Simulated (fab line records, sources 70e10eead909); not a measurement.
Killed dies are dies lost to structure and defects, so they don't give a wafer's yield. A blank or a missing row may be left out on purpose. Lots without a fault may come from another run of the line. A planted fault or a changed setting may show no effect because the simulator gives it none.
Which tool did it? | flow nand_harc | 13 lots, 39 wafers sampled, at 5 steps of a route of 1302

WHAT THE GAUGES READ, wafer by wafer
NHARC_END_SORT_01.
lot  | measured     | on        | killed_at_array | killed_at_other | killed_at_periphery | killed_dies | killed_open | killed_short
L662 | day 29 05:47 | prober-01 | 44              | 2               | 3                   | 49          | 2           | 3
L661 | day 29 12:04 | prober-02 | 45 46 37        | 4 5 3           | 5 2 2               | 54 53 42    | 3 2 0       | 4 4 1
L666 | day 30 19:56 | prober-02 | 58 62 53        | 5 3 2           | 5 12 7              | 68 77 62    | 4 4 5       | 1 1 1
L667 | day 31 21:11 | prober-02 | 77 103 96       | 0 1 0           | 11 9 7              | 88 113 103  | 2 2 2       | 3 4 3

WHICH TOOL RAN EACH LOT (tool, then ch and the chambers of the sampled wafers, then the start)
lot  | NHARC_A_STAIRCASE_STRIP_295                   | NHARC_A_STAIRCASE_ALD_420        | NHARC_A_STAIRCASE_DEP_151       | NHARC_A_STAIRCASE_DEP_325
L650 | rie_diel-01 ch 0,2,3, day 17 13:51 or earlier | ald_hk-01 ch 0,3, day 17 13:51   | pecvd-02 ch 1,2, day 18 00:41   | pecvd-01 ch 0,1,2, day 18 23:14
L651 | rie_diel-13 ch 0,1,2, day 17 22:52 or earlier | ald_hk-02 ch 0,2,3, day 17 22:52 | pecvd-04 ch 0,1, day 18 08:55   | pecvd-02 ch 1,2, day 18 23:20
L652 | rie_diel-06 ch 0,1,2, day 17 22:50 or earlier | ald_hk-01 ch 0,2,3, day 17 22:50 | pecvd-01 ch 1,2, day 18 08:49   | pecvd-04 ch 1,2, day 18 23:14
L660 | rie_diel-13 ch 2,3, day 21 21:10 or earlier   | ald_hk-01 ch 1,2,3, day 21 21:10 | pecvd-01 ch 1,2, day 22 05:12   | pecvd-02 ch 0,1,2, day 23 01:22
L662 | rie_diel-01 ch 0,2, day 22 00:57 or earlier   | ald_hk-04 ch 1,2, day 22 00:57   | pecvd-04 ch 0,1,2, day 22 09:07 | pecvd-01 ch 0,1,2, day 23 01:22
L661 | rie_diel-06 ch 2,3, day 22 07:21 or earlier   | ald_hk-02 ch 0,1, day 22 07:21   | pecvd-04 ch 0,2, day 22 15:30   | pecvd-02 ch 0,2, day 23 07:39
L665 | rie_diel-01 ch 1,2,3, day 23 12:25 or earlier | ald_hk-02 ch 0,1,2, day 23 12:25 | pecvd-02 ch 1,2, day 23 20:23   | pecvd-04 ch 0,1,2, day 24 11:26
L666 | rie_diel-06 ch 0,1, day 23 22:02 or earlier   | ald_hk-02 ch 0,2,3, day 23 22:02 | pecvd-04 ch 0,1,2, day 24 06:01 | pecvd-04 ch 0,1, day 24 22:31
L667 | rie_diel-06 ch 1,2,3, day 24 18:52 or earlier | ald_hk-01 ch 0,2, day 24 18:52   | pecvd-02 ch 1,2, day 25 03:06   | pecvd-01 ch 0,1, day 25 22:10
L668 | rie_diel-13 ch 0,1,3, day 24 23:11 or earlier | ald_hk-02 ch 1,3, day 24 23:11   | pecvd-01 ch 0,1,2, day 25 07:25 | pecvd-04 ch 0,1, day 25 21:35
L670 | rie_diel-06 ch 0,1,3, day 25 11:04 or earlier | ald_hk-02 ch 0,1,3, day 25 11:04 | pecvd-04 ch 1,2, day 25 19:19   | pecvd-02 ch 0,2, day 26 11:43
L671 | rie_diel-13 ch 1,3, day 26 08:08 or earlier   | ald_hk-01 ch 0,3, day 26 08:08   | pecvd-02 ch 1,2, day 26 13:16   | pecvd-02 ch 0,1, day 27 04:22
L673 | rie_diel-13 ch 1,2,3, day 26 19:26 or earlier | ald_hk-01 ch 0,1,2, day 26 19:26 | pecvd-02 ch 0,1,2, day 27 03:33 | pecvd-02 ch 0,2, day 27 21:19
- NHARC_A_STAIRCASE_STRIP_295: strips in O2.
- NHARC_A_STAIRCASE_ALD_420: deposits SiO2, target thk 20 nm, pulse time 6 s, ald cycles 200.
- NHARC_A_STAIRCASE_DEP_151: deposits SiO2, target thk 7200 nm.
- NHARC_A_STAIRCASE_DEP_325: deposits SiO2, target thk 7200 nm.

WHAT THE TOOLS THEMSELVES READ (means of the sampled wafers that have a number; where no wafer has one, the mark that the record gives instead)
NHARC_A_STAIRCASE_STRIP_295.
lot  | tool        | drypump_motor_current_A (A) | oes_product_au (a.u.) | rf_vpp_V (V) | showerhead_plenum_p_Torr (Torr) | throttle_valve_pct (%)
L650 | rie_diel-01 | 5.7                         | 0.999                 | 57.8         | 3.67                            | 17.048
L651 | rie_diel-13 | 5.6                         | 1.000                 | 58.1         | 3.63                            | 17.034
L652 | rie_diel-06 | 5.7                         | 0.994                 | 57.3         | 3.41                            | 17.031
L660 | rie_diel-13 | 5.6                         | 1.004                 | 57.2         | 3.54                            | 17.035
L662 | rie_diel-01 | 5.5                         | 0.993                 | 57.3         | 3.57                            | 17.041
L661 | rie_diel-06 | 5.6                         | 0.990                 | 57.4         | 3.51                            | 17.037
L665 | rie_diel-01 | 5.9                         | 0.995                 | 58.4         | 3.58                            | 17.038
L666 | rie_diel-06 | 5.4                         | 1.000                 | 57.6         | 3.52                            | 17.032
L667 | rie_diel-06 | 5.7                         | 0.992                 | 57.4         | 3.60                            | 17.029
L668 | rie_diel-13 | 5.7                         | 0.995                 | 57.1         | 3.61                            | 17.035
L670 | rie_diel-06 | 5.4                         | 0.994                 | 57.6         | 3.55                            | 17.038
L671 | rie_diel-13 | 5.9                         | 1.006                 | 57.6         | 3.59                            | 17.040
L673 | rie_diel-13 | 5.8                         | 1.007                 | 58.7         | 3.58                            | 17.037

NHARC_A_STAIRCASE_ALD_420.
lot  | tool      | heater_power_w (W) | precursor_pulse_height_rel
L650 | ald_hk-01 | 483                | 0.995
L651 | ald_hk-02 | 464                | 1.001
L652 | ald_hk-01 | 506                | 0.985
L660 | ald_hk-01 | 502                | 0.996
L662 | ald_hk-04 | 497                | 1.002
L661 | ald_hk-02 | 509                | 1.007
L665 | ald_hk-02 | 499                | 0.995
L666 | ald_hk-02 | 469                | 1.010
L667 | ald_hk-01 | 483                | 1.007
L668 | ald_hk-02 | 465                | 1.002
L670 | ald_hk-02 | 476                | 1.010
L671 | ald_hk-01 | 505                | 1.002
L673 | ald_hk-01 | 477                | 0.987

NHARC_A_STAIRCASE_DEP_151.
lot  | tool     | heater_power_w (W) | mfc_precursor_sccm (sccm)
L650 | pecvd-02 | 675                | 200.7
L651 | pecvd-04 | 581                | 200.9
L652 | pecvd-01 | 552                | 199.5
L660 | pecvd-01 | 509                | 199.9
L662 | pecvd-04 | 627                | 200.1
L661 | pecvd-04 | 583                | 199.9
L665 | pecvd-02 | 725                | 200.1
L666 | pecvd-04 | 638                | 200.4
L667 | pecvd-02 | 668                | 200.3
L668 | pecvd-01 | 598                | 199.6
L670 | pecvd-04 | 638                | 199.9
L671 | pecvd-02 | 699                | 200.0
L673 | pecvd-02 | 754                | 200.2

NHARC_A_STAIRCASE_DEP_325.
lot  | tool     | heater_power_w (W) | mfc_precursor_sccm (sccm)
L650 | pecvd-01 | 572                | 199.7
L651 | pecvd-02 | 743                | 199.6
L652 | pecvd-04 | 679                | 199.9
L660 | pecvd-02 | 710                | 221.6
L662 | pecvd-01 | 603                | 199.8
L661 | pecvd-02 | 745                | 221.3
L665 | pecvd-04 | 613                | 200.2
L666 | pecvd-04 | 647                | 199.2
L667 | pecvd-01 | 679                | 199.8
L668 | pecvd-04 | 613                | 200.1
L670 | pecvd-02 | 724                | 199.9
L671 | pecvd-02 | 691                | 199.6
L673 | pecvd-02 | 765                | 199.7

THE ANSWER, worked out from the rows above alone
Rule: what is usual is taken from the lots themselves. Put in order of their means at a reading, lots are off if they are a third of the lots or fewer, leave a main group of 4 or more, and stand apart from it by a gap of 3 or more times the standard deviation of the main group's means; of several such gaps the widest counts. A main group whose means are all the same, to the digits that the tables above print for the reading, isn't used. A lot without any number at a reading at which 4 lots or more have one is off too. The other lots that the step has rows for count as sound. The gauges are gone through in route order, then the tools' own readings, and for those a lot's mean is taken as printed above. The first step at which some lot is off is used, and at that step the reading that is off furthest; a lot without a number counts as furthest.
Off: L660, L661, at NHARC_A_STAIRCASE_DEP_325 (mfc_precursor_sccm). The main group: mean 199.8 sccm, standard deviation 0.26.
A tool fits if, at that step or a process step before it, it ran every lot that is off, and no sound lot after the first of them. NHARC_A_STAIRCASE_STRIP_295 gives no start for some lots, so the hours and the order of its lots are those of NHARC_A_STAIRCASE_ALD_420. None of those tried fits.

WHAT THE SIMULATOR HAD PUT IN
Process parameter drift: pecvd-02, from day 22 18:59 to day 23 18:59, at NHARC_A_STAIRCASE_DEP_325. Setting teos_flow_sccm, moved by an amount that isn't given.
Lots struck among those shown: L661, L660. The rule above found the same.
